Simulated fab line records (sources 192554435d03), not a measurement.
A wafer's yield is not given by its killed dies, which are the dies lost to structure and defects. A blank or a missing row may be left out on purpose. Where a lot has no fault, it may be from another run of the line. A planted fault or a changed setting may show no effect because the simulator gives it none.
Matching of chambers ; flow n5 finfet ; N5_BEOL_M1_DESCUM_16 on rie diel-03 has 4 sister chambers
The step chemistry O2, time 7 s. 7 wafers are shown with their chamber, then 7 later ones without.

## WAFERS PAIRED WITH THEIR CHAMBERS
wafer;chamber;showerhead plenum p Torr (Torr);drypump motor current A (A)
L077.5;1;2.00;6.0
L082.3;2;2.12;6.2
L087.1;0;2.09;5.4
L087.4;1;1.99;5.9
L087.5;3;2.23;6.1
L090.1;3;2.22;6.1
L090.2;0;2.08;5.4

## WAFERS WITH NO CHAMBER GIVEN
wafer;showerhead plenum p Torr (Torr);drypump motor current A (A)
L090.3;2.11;6.2
L091.3;2.11;6.2
L091.4;2.08;5.4
L091.6;1.99;6.0
L094.1;2.22;6.1
L094.2;1.99;6.0
L094.3;2.08;5.4

## WHICH CHAMBER EACH WENT THROUGH
wafer;from the rows above;in truth
L090.3;2;2
L091.3;2;2
L091.4;0;0
L091.6;1;1
L094.1;3;3
L094.2;1;1
L094.3;0;0
Placed correctly: 7 of 7. From these rows, 0 cannot be placed. Number placed wrongly: 0.
How it was worked out, from the rows above alone: a wafer's distance from a chamber is the root of the sum, over the readings, of the square of ((its reading less the chamber's mean) divided by the reading's scatter). The wafer belongs to the nearest chamber; if the next one is less than 2 further off, it can't be placed. The mean given for a chamber averages the wafers shown for that chamber. The scatter: take each reading less its chamber's mean, square it, sum over the shown wafers, divide by the number of wafers less the number of chambers, and take the root.
